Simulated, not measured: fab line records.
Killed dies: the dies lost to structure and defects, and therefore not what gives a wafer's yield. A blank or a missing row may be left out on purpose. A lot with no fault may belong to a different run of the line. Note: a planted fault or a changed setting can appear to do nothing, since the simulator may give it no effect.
2 desks, one fault	flow n5Finfet	each desk holds nothing but its own numbers, with what lay behind them at the end

== FROM THE METROLOGY DESK ==
Means of the sampled wafers that have a number, per lot and without regard to the tool the lot ran on: this is what the gauges read. Marked OUT: a lot whose mean sits more than 4 standard deviations from the usual mean, which makes it out of limits; the brackets give that distance.
Columns: A = cdNm at N5_MIM_BOT_LITHO_CD_MEAS_08, usual 2999.1 nm
lot	first seen here	A
L468	day 12 14:25	2999.3
L469	day 12 20:20	2996.8
L471	day 13 17:35	2997.7
L478	day 15 00:41	2998.9
L479	day 15 03:48	2998.2
L480	day 15 16:02	3001.1
L482	day 16 17:52	2997.1
L483	day 16 21:58	2997.2
L487	day 17 03:11	2998.4
L488	day 17 14:25	2998.3
L491	day 20 05:59	2996.5
Finding of this desk: none of the 11 lots has anything out of limits.

== THE TOOL OWNER'S DESK: rieDiel-02 ==
The tool's own readings at N5_MOL_CONTACT_COAG_STRIP_72 (strips in N2/H2): means of the sampled wafers that have a number, for each lot that ran on this tool. Marked OUT: a lot whose mean sits more than 4 standard deviations from the usual mean, which makes it out of limits; the brackets give that distance.
Columns: A = drypumpMotorCurrentA at N5_MOL_CONTACT_COAG_STRIP_72, usual 5.6 A; B = n2FlowSccm at N5_MOL_CONTACT_COAG_STRIP_72, usual 200.0 sccm; C = oesProductAu at N5_MOL_CONTACT_COAG_STRIP_72, usual 0.78 a.u.; D = rfVppV at N5_MOL_CONTACT_COAG_STRIP_72, usual 59.2 V; E = showerheadPlenumPTorr at N5_MOL_CONTACT_COAG_STRIP_72, usual 2.54 Torr; F = throttleValvePct at N5_MOL_CONTACT_COAG_STRIP_72, usual 23.65 %
lot	first seen here	A	B	C	D	E	F
L478	day 7 14:55	5.6	199.5	0.74	57.7	2.46	23.67
L479	day 7 21:23	5.7	199.7	0.71	60.2	2.52	23.75
Finding of this desk: none of the 2 lots has anything out of limits.

== ALL TOGETHER ==
At the metrology desk, nothing out of limits was observed.
The desk of the tool owner found nothing out of limits.

== WHAT WAS PUT IN BY THE SIMULATOR ==
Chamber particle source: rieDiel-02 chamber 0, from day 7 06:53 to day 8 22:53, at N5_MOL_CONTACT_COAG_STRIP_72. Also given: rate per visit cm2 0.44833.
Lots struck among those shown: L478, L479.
